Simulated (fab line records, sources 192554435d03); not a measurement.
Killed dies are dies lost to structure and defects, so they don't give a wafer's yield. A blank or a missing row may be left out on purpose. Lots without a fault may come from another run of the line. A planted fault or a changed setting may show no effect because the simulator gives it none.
Which tool did it? | flow n5_finfet | 24 lots, 72 wafers sampled, at 6 steps of a route of 1938

WHAT THE GAUGES READ, wafer by wafer
N5_MOL_CONTACT_COAG_OVL_MEAS_85. Usual: VG_OVL 0.1 nm, standard deviation 0.68.
lot  | measured     | on         | VG_OVL (nm)    | flag
L074 | day 5 06:01  | overlay-02 | 0.5 0.7 -0.2   |
L075 | day 5 08:24  | overlay-01 | 0.1 -0.3 -0.1  |
L076 | day 5 13:53  | overlay-02 | 1.2 0.8 0.6    |
L077 | day 6 01:34  | overlay-01 | -0.3 0.3 0.0   |
L078 | day 6 05:34  | overlay-02 | -0.3 -0.3 0.0  |
L079 | day 6 08:18  | overlay-02 | 0.7 -0.6 -0.2  |
L080 | day 6 15:31  | overlay-01 | 1.5 -0.2 0.5   |
L081 | day 7 00:04  | overlay-02 | 0.0 -0.8 -0.2  |
L082 | day 7 07:50  | overlay-02 | 0.4 0.2 0.3    |
L083 | day 7 07:54  | overlay-01 | -1.6 -1.4 -1.0 |
L084 | day 7 12:55  | overlay-02 | 1.8 1.3 1.0    |
L085 | day 8 02:03  | overlay-02 | -0.1 0.8 0.5   |
L086 | day 8 02:39  | overlay-02 | -0.2 0.6 0.1   |
L087 | day 8 08:29  | overlay-02 | 0.6 1.2 1.1    |
L088 | day 8 22:15  | overlay-01 | 0.8 0.2 1.3    |
L089 | day 8 23:15  | overlay-01 | -0.3 -0.6 -0.5 |
L090 | day 9 02:22  | overlay-02 | 0.6 -0.1 0.5   |
L091 | day 9 08:20  | overlay-01 | 0.3 0.0 -0.4   |
L092 | day 9 16:07  | overlay-02 | -0.5 1.0 0.5   |
L093 | day 9 19:10  | overlay-01 | -0.5 0.0 -0.8  |
L094 | day 10 02:53 | overlay-01 | 0.3 0.4 1.9    |
L095 | day 10 14:25 | overlay-02 | -0.7 0.0 0.2   |
L096 | day 10 14:56 | overlay-01 | -0.4 0.3 0.1   |
L097 | day 11 03:47 | overlay-01 | 0.7 -0.2 0.1   |

N5_MOL_CONTACT_COAG_INSPECT_97: inspects for defects (darkfield). Usual: raw_defect_count 39, standard deviation 16.
lot  | measured     | on                | raw_defect_count | flag
L074 | day 5 15:00  | defect_inspect-01 | 37 33 43         |
L075 | day 5 14:58  | defect_inspect-02 | 17 25 44         |
L076 | day 5 20:40  | defect_inspect-02 | 37 12 21         |
L077 | day 6 08:10  | defect_inspect-02 | 43 33 21         |
L078 | day 6 11:49  | defect_inspect-02 | 53 52 69         |
L079 | day 6 19:42  | defect_inspect-01 | 72 105 53        |
L080 | day 7 12:07  | defect_inspect-01 | 24 50 43         |
L081 | day 7 12:28  | defect_inspect-01 | 60 23 50         |
L082 | day 7 15:08  | defect_inspect-02 | 35 30 34         |
L083 | day 7 15:10  | defect_inspect-01 | 46 76 23         |
L084 | day 7 19:17  | defect_inspect-02 | 54 19 21         |
L085 | day 8 08:19  | defect_inspect-01 | 16 23 24         |
L086 | day 8 11:16  | defect_inspect-01 | 55 44 62         |
L087 | day 8 15:14  | defect_inspect-01 | 34 68 33         |
L088 | day 9 04:47  | defect_inspect-02 | 24 27 45         |
L089 | day 9 07:47  | defect_inspect-02 | 21 53 24         |
L090 | day 9 10:49  | defect_inspect-01 | 42 25 17         |
L091 | day 9 14:17  | defect_inspect-02 | 34 47 41         |
L092 | day 9 22:50  | defect_inspect-02 | 50 32 22         |
L093 | day 10 01:50 | defect_inspect-02 | 36 39 23         |
L094 | day 10 09:35 | defect_inspect-01 | 31 34 51         |
L095 | day 10 21:43 | defect_inspect-01 | 29 41 20         |
L096 | day 11 00:44 | defect_inspect-02 | 29 56 52         |
L097 | day 11 10:14 | defect_inspect-01 | 60 57 49         |

WHICH TOOL RAN EACH LOT (tool, then ch and the chambers of the sampled wafers, then the start)
lot  | N5_MOL_CONTACT_COAG_ETCHBACK_135   | N5_MOL_CONTACT_COAG_STRIP_119        | N5_MOL_CONTACT_COAG_ETCH_48        | N5_MOL_CONTACT_COAG_STRIP_72
L074 | rie_diel-02 ch 1,2,3, day 5 06:38  | plasma_asher-01 ch 0,1, day 5 06:53  | rie_diel-02 ch 0,1,2, day 5 08:21  | rie_diel-02 ch 0,1,2, day 5 08:24
L075 | rie_diel-04 ch 0,1,3, day 5 08:55  | plasma_asher-02 ch 0,1, day 5 09:08  | rie_diel-04 ch 0,1,2, day 5 10:16  | rie_diel-04 ch 0,1,2, day 5 10:20
L076 | rie_diel-04 ch 0,3, day 5 14:59    | plasma_asher-01 ch 0,1, day 5 15:12  | rie_diel-04 ch 0,1, day 5 16:34    | rie_diel-04 ch 0,1, day 5 16:37
L077 | rie_diel-02 ch 0,1, day 6 02:22    | plasma_asher-02 ch 0,1, day 6 02:35  | rie_diel-02 ch 0,1,3, day 6 04:05  | rie_diel-02 ch 0,1,3, day 6 04:08
L078 | rie_diel-02 ch 0,1, day 6 06:11    | plasma_asher-02 ch 0,1, day 6 06:25  | rie_diel-03 ch 0,1,2, day 6 07:43  | rie_diel-03 ch 0,1,2, day 6 07:47
L079 | rie_diel-03 ch 0,1, day 6 08:50    | plasma_asher-02 ch 0,1, day 6 09:03  | rie_diel-03 ch 0,3, day 6 15:36    | rie_diel-03 ch 0,3, day 6 15:40
L080 | rie_diel-03 ch 0,1, day 6 17:15    | plasma_asher-02 ch 0,1, day 6 17:28  | rie_diel-03 ch 2,3, day 6 18:45    | rie_diel-03 ch 2,3, day 6 18:48
L081 | rie_diel-02 ch 1,2,3, day 7 00:39  | plasma_asher-01 ch 0,1, day 7 00:53  | rie_diel-02 ch 1,3, day 7 02:29    | rie_diel-02 ch 1,3, day 7 02:32
L082 | rie_diel-04 ch 1,3, day 7 08:22    | plasma_asher-02 ch 0,1, day 7 08:35  | rie_diel-02 ch 2,3, day 7 10:12    | rie_diel-02 ch 2,3, day 7 10:16
L083 | rie_diel-02 ch 1,3, day 7 08:29    | plasma_asher-01 ch 0,1, day 7 08:44  | rie_diel-03 ch 0,2,3, day 7 10:27  | rie_diel-03 ch 0,2,3, day 7 10:31
L084 | rie_diel-04 ch 0,1,3, day 7 13:44  | plasma_asher-02 ch 0,1, day 7 13:58  | rie_diel-03 ch 0,1,2, day 7 15:12  | rie_diel-03 ch 0,1,2, day 7 15:16
L085 | rie_diel-03 ch 1,3, day 8 02:41    | plasma_asher-01 ch 0,1, day 8 02:55  | rie_diel-03 ch 0,1,3, day 8 04:05  | rie_diel-03 ch 0,1,3, day 8 04:08
L086 | rie_diel-03 ch 0,3, day 8 03:11    | plasma_asher-01 ch 0,1, day 8 03:25  | rie_diel-03 ch 0,1, day 8 06:09    | rie_diel-03 ch 0,1, day 8 06:12
L087 | rie_diel-02 ch 0,2,3, day 8 09:14  | plasma_asher-02 ch 0,1, day 8 09:28  | rie_diel-02 ch 0,2,3, day 8 11:10  | rie_diel-02 ch 0,2,3, day 8 11:13
L088 | rie_diel-04 ch 0,1, day 8 23:13    | plasma_asher-01 ch 0,1, day 8 23:26  | rie_diel-02 ch 0,3, day 9 00:41    | rie_diel-02 ch 0,3, day 9 00:44
L089 | rie_diel-03 ch 1,2,3, day 9 00:02  | plasma_asher-01 ch 0,1, day 9 00:16  | rie_diel-03 ch 0,1,3, day 9 01:36  | rie_diel-03 ch 0,1,3, day 9 01:40
L090 | rie_diel-02 ch 0,3, day 9 03:44    | plasma_asher-02 ch 0,1, day 9 03:59  | rie_diel-04 ch 0,2,3, day 9 05:14  | rie_diel-04 ch 0,2,3, day 9 05:17
L091 | rie_diel-02 ch 0,2,3, day 9 08:52  | plasma_asher-02 ch 0,1, day 9 09:05  | rie_diel-02 ch 0,2,3, day 9 10:13  | rie_diel-02 ch 0,2,3, day 9 10:16
L092 | rie_diel-04 ch 1,3, day 9 16:49    | plasma_asher-01 ch 0,1, day 9 17:02  | rie_diel-03 ch 1,2, day 9 18:34    | rie_diel-03 ch 1,2, day 9 18:37
L093 | rie_diel-02 ch 0,1,2, day 9 19:41  | plasma_asher-02 ch 0,1, day 9 19:55  | rie_diel-04 ch 0,1,2, day 9 21:23  | rie_diel-04 ch 0,1,2, day 9 21:26
L094 | rie_diel-04 ch 0,1, day 10 03:33   | plasma_asher-02 ch 0,1, day 10 03:48 | rie_diel-02 ch 0,2,3, day 10 05:04 | rie_diel-02 ch 0,2,3, day 10 05:07
L095 | rie_diel-03 ch 0,1, day 10 15:04   | plasma_asher-01 ch 0,1, day 10 15:17 | rie_diel-02 ch 0,3, day 10 16:47   | rie_diel-02 ch 0,3, day 10 16:50
L096 | rie_diel-04 ch 1,2,3, day 10 15:37 | plasma_asher-02 ch 0,1, day 10 15:50 | rie_diel-03 ch 1,2, day 10 17:04   | rie_diel-03 ch 1,2, day 10 17:07
L097 | rie_diel-02 ch 0,1,2, day 11 04:26 | plasma_asher-02 ch 0,1, day 11 04:39 | rie_diel-03 ch 0,1,2, day 11 06:08 | rie_diel-03 ch 0,1,2, day 11 06:11
- N5_MOL_CONTACT_COAG_ETCHBACK_135: etches SiO2 in CHF3, target depth 25 nm, time 16.7 s.
- N5_MOL_CONTACT_COAG_STRIP_119: strips in N2/H2, time 30 s.
- N5_MOL_CONTACT_COAG_ETCH_48: etches SiOC in C4F6/O2, target depth 15 nm, overetch 4.5 nm, time 17 s.
- N5_MOL_CONTACT_COAG_STRIP_72: strips in N2/H2.

WHAT THE TOOLS THEMSELVES READ (means of the sampled wafers that have a number; where no wafer has one, the mark that the record gives instead)
N5_MOL_CONTACT_COAG_ETCHBACK_135. Usual: drypump_motor_current_A 5.5 A, standard deviation 0.59; oes_product_au 0.82 a.u., standard deviation 0.091; rf_vpp_V 523 V, standard deviation 4.8; showerhead_plenum_p_Torr 2.41 Torr, standard deviation 0.073; throttle_valve_pct 18.66 %, standard deviation 0.2.
lot  | tool        | drypump_motor_current_A (A) | oes_product_au (a.u.) | rf_vpp_V (V) | showerhead_plenum_p_Torr (Torr) | throttle_valve_pct (%) | flag
L074 | rie_diel-02 | 5.0                         | 0.77                  | 522          | 2.38                            | 18.69                  |
L075 | rie_diel-04 | 5.9                         | 0.79                  | 526          | 2.45                            | 18.79                  |
L076 | rie_diel-04 | 5.5                         | 0.83                  | 525          | 2.47                            | 18.62                  |
L077 | rie_diel-02 | 5.8                         | 0.72                  | 516          | 2.30                            | 18.74                  |
L078 | rie_diel-02 | 5.3                         | 0.77                  | 519          | 2.36                            | 18.59                  |
L079 | rie_diel-03 | 5.8                         | 0.95                  | 520          | 2.47                            | 18.46                  |
L080 | rie_diel-03 | 5.9                         | 0.91                  | 521          | 2.49                            | 18.51                  |
L081 | rie_diel-02 | 5.0                         | 0.83                  | 523          | 2.37                            | 18.58                  |
L082 | rie_diel-04 | 5.8                         | 0.83                  | 529          | 2.51                            | 18.68                  |
L083 | rie_diel-02 | 4.8                         | 0.76                  | 523          | 2.38                            | 18.69                  |
L084 | rie_diel-04 | 5.9                         | 0.76                  | 527          | 2.45                            | 18.83                  |
L085 | rie_diel-03 | 5.2                         | 0.80                  | 525          | 2.39                            | 18.68                  |
L086 | rie_diel-03 | 5.3                         | 0.77                  | 526          | 2.41                            | 18.73                  |
L087 | rie_diel-02 | 5.5                         | 0.87                  | 522          | 2.41                            | 18.58                  |
L088 | rie_diel-04 | 6.3                         | 0.82                  | 529          | 2.42                            | 18.89                  |
L089 | rie_diel-03 | 5.3                         | 0.87                  | 522          | 2.38                            | 18.53                  |
L090 | rie_diel-02 | 5.7                         | 0.87                  | 522          | 2.48                            | 18.56                  |
L091 | rie_diel-02 | 5.5                         | 0.85                  | 521          | 2.41                            | 18.58                  |
L092 | rie_diel-04 | 6.2                         | 0.77                  | 532          | 2.48                            | 18.89                  |
L093 | rie_diel-02 | 5.5                         | 0.87                  | 522          | 2.42                            | 18.49                  |
L094 | rie_diel-04 | 6.1                         | 0.86                  | 524          | 2.37                            | 18.72                  |
L095 | rie_diel-03 | 5.9                         | 0.85                  | 521          | 2.47                            | 18.57                  |
L096 | rie_diel-04 | 5.9                         | 0.78                  | 527          | 2.45                            | 18.83                  |
L097 | rie_diel-02 | 5.5                         | 0.86                  | 521          | 2.42                            | 18.52                  |

N5_MOL_CONTACT_COAG_STRIP_119. Usual: drypump_motor_current_A 6.22 A, standard deviation 0.3; heater_power_w 325 W, standard deviation 19.
lot  | tool            | drypump_motor_current_A (A) | heater_power_w (W) | flag
L074 | plasma_asher-01 | 6.55                        | 310                |
L075 | plasma_asher-02 | 6.02                        | 337                |
L076 | plasma_asher-01 | 6.54                        | 303                |
L077 | plasma_asher-02 | 6.01                        | 337                |
L078 | plasma_asher-02 | 6.02                        | 339                |
L079 | plasma_asher-02 | 6.02                        | 339                |
L080 | plasma_asher-02 | 6.08                        | 344                |
L081 | plasma_asher-01 | 6.33                        | 301                |
L082 | plasma_asher-02 | 6.04                        | 338                |
L083 | plasma_asher-01 | 6.33                        | 300                |
L084 | plasma_asher-02 | 6.07                        | 343                |
L085 | plasma_asher-01 | 6.55                        | 306                |
L086 | plasma_asher-01 | 6.56                        | 306                |
L087 | plasma_asher-02 | 6.08                        | 343                |
L088 | plasma_asher-01 | 6.54                        | 306                |
L089 | plasma_asher-01 | 6.33                        | 302                |
L090 | plasma_asher-02 | 6.08                        | 345                |
L091 | plasma_asher-02 | 6.09                        | 341                |
L092 | plasma_asher-01 | 6.36                        | 303                |
L093 | plasma_asher-02 | 6.02                        | 336                |
L094 | plasma_asher-02 | 6.03                        | 337                |
L095 | plasma_asher-01 | 6.56                        | 305                |
L096 | plasma_asher-02 | 6.08                        | 340                |
L097 | plasma_asher-02 | 6.09                        | 345                |

N5_MOL_CONTACT_COAG_ETCH_48. Usual: drypump_motor_current_A 5.5 A, standard deviation 0.54; oes_product_au 0.69 a.u., standard deviation 0.073; rf_vpp_V 1585 V, standard deviation 11; showerhead_plenum_p_Torr 2.88 Torr, standard deviation 0.084; throttle_valve_pct 40.43 %, standard deviation 0.24.
lot  | tool        | drypump_motor_current_A (A) | oes_product_au (a.u.) | rf_vpp_V (V) | showerhead_plenum_p_Torr (Torr) | throttle_valve_pct (%) | flag
L074 | rie_diel-02 | 5.5                         | 0.60                  | 1575         | 2.79                            | 40.53                  |
L075 | rie_diel-04 | 6.1                         | 0.64                  | 1593         | 2.87                            | 40.75                  |
L076 | rie_diel-04 | 6.1                         | 0.61                  | 1589         | 2.85                            | 40.80                  |
L077 | rie_diel-02 | 5.3                         | 0.60                  | 1575         | 2.80                            | 40.37                  |
L078 | rie_diel-03 | 5.7                         | 0.70                  | 1579         | 2.90                            | 40.44                  |
L079 | rie_diel-03 | 5.3                         | 0.64                  | 1597         | 2.88                            | 40.30                  |
L080 | rie_diel-03 | 5.1                         | 0.62                  | 1595         | 2.81                            | 40.37                  |
L081 | rie_diel-02 | 4.8                         | 0.66                  | 1585         | 2.86                            | 40.25                  |
L082 | rie_diel-02 | 5.0                         | 0.68                  | 1584         | 2.82                            | 40.53                  |
L083 | rie_diel-03 | 5.4                         | 0.61                  | 1587         | 2.87                            | 40.42                  |
L084 | rie_diel-03 | 5.7                         | 0.70                  | 1579         | 2.90                            | 40.46                  |
L085 | rie_diel-03 | 5.5                         | 0.71                  | 1587         | 2.90                            | 40.35                  |
L086 | rie_diel-03 | 5.9                         | 0.75                  | 1581         | 2.96                            | 40.41                  |
L087 | rie_diel-02 | 5.5                         | 0.73                  | 1583         | 2.88                            | 40.50                  |
L088 | rie_diel-02 | 5.2                         | 0.66                  | 1584         | 2.89                            | 40.37                  |
L089 | rie_diel-03 | 5.5                         | 0.66                  | 1586         | 2.90                            | 40.35                  |
L090 | rie_diel-04 | 5.6                         | 0.72                  | 1584         | 2.88                            | 40.50                  |
L091 | rie_diel-02 | 5.5                         | 0.74                  | 1584         | 2.88                            | 40.50                  |
L092 | rie_diel-03 | 5.6                         | 0.77                  | 1573         | 2.87                            | 40.26                  |
L093 | rie_diel-04 | 6.0                         | 0.69                  | 1591         | 2.85                            | 40.75                  |
L094 | rie_diel-02 | 5.5                         | 0.71                  | 1582         | 2.88                            | 40.50                  |
L095 | rie_diel-02 | 5.2                         | 0.65                  | 1584         | 2.88                            | 40.38                  |
L096 | rie_diel-03 | 5.6                         | 0.74                  | 1572         | 2.87                            | 40.26                  |
L097 | rie_diel-03 | 5.7                         | 0.70                  | 1579         | 2.88                            | 40.28                  |

N5_MOL_CONTACT_COAG_STRIP_72. Usual: bias_power_w 6.999 W, standard deviation 0.022; drypump_motor_current_A 5.5 A, standard deviation 0.54; oes_product_au 0.82 a.u., standard deviation 0.092; rf_vpp_V 59.2 V, standard deviation 2; showerhead_plenum_p_Torr 2.57 Torr, standard deviation 0.081; throttle_valve_pct 23.54 %, standard deviation 0.22.
lot  | tool        | bias_power_w (W) | drypump_motor_current_A (A) | oes_product_au (a.u.) | rf_vpp_V (V) | showerhead_plenum_p_Torr (Torr) | throttle_valve_pct (%) | flag
L074 | rie_diel-02 | 7.006            | 5.6                         | 0.74                  | 58.7         | 2.49                            | 23.61                  |
L075 | rie_diel-04 | 6.984            | 6.0                         | 0.76                  | 58.0         | 2.57                            | 23.83                  |
L076 | rie_diel-04 | 6.991            | 6.1                         | 0.71                  | 60.5         | 2.55                            | 23.94                  |
L077 | rie_diel-02 | 7.003            | 5.3                         | 0.74                  | 57.1         | 2.50                            | 23.55                  |
L078 | rie_diel-03 | 7.012            | 5.7                         | 0.85                  | 59.4         | 2.60                            | 23.55                  |
L079 | rie_diel-03 | 7.004            | 5.3                         | 0.78                  | 59.5         | 2.58                            | 23.63                  |
L080 | rie_diel-03 | 6.986            | 5.1                         | 0.72                  | 59.4         | 2.52                            | 23.60                  |
L081 | rie_diel-02 | 7.023            | 4.8                         | 0.81                  | 59.7         | 2.55                            | 23.43                  |
L082 | rie_diel-02 | 7.018            | 5.0                         | 0.81                  | 62.5         | 2.51                            | 23.55                  |
L083 | rie_diel-03 | 7.000            | 5.4                         | 0.77                  | 59.7         | 2.57                            | 23.68                  |
L084 | rie_diel-03 | 7.002            | 5.7                         | 0.84                  | 59.1         | 2.60                            | 23.55                  |
L085 | rie_diel-03 | 6.992            | 5.5                         | 0.84                  | 58.8         | 2.60                            | 23.50                  |
L086 | rie_diel-03 | 6.984            | 5.9                         | 0.89                  | 60.9         | 2.65                            | 23.60                  |
L087 | rie_diel-02 | 6.995            | 5.5                         | 0.86                  | 57.0         | 2.57                            | 23.49                  |
L088 | rie_diel-02 | 6.968            | 5.2                         | 0.80                  | 59.1         | 2.58                            | 23.48                  |
L089 | rie_diel-03 | 6.984            | 5.5                         | 0.82                  | 58.7         | 2.60                            | 23.54                  |
L090 | rie_diel-04 | 7.001            | 5.6                         | 0.87                  | 58.7         | 2.58                            | 23.51                  |
L091 | rie_diel-02 | 7.013            | 5.5                         | 0.85                  | 57.4         | 2.57                            | 23.48                  |
L092 | rie_diel-03 | 7.031            | 5.6                         | 0.91                  | 57.5         | 2.56                            | 23.26                  |
L093 | rie_diel-04 | 7.005            | 6.0                         | 0.83                  | 57.6         | 2.56                            | 23.80                  |
L094 | rie_diel-02 | 6.994            | 5.5                         | 0.85                  | 57.8         | 2.56                            | 23.50                  |
L095 | rie_diel-02 | 6.997            | 5.2                         | 0.78                  | 58.4         | 2.57                            | 23.52                  |
L096 | rie_diel-03 | 6.994            | 5.6                         | 0.90                  | 57.3         | 2.56                            | 23.28                  |
L097 | rie_diel-03 | 6.991            | 5.7                         | 0.87                  | 59.4         | 2.58                            | 23.44                  |

THE ANSWER, worked out from the rows above alone
Rule: a lot is off if the mean of its wafers that have a number lies more than 3 standard deviations from the usual mean. A lot without any number at a reading at which 4 lots or more have one is off too. The other lots that the step has rows for count as sound. The gauges are gone through in route order, then the tools' own readings, and for those a lot's mean is taken as printed above. The first step at which some lot is off is used, and at that step the reading that is off furthest; a lot without a number counts as furthest.
No lot is off at any reading shown: from this, nothing can be told.

WHAT THE SIMULATOR HAD PUT IN
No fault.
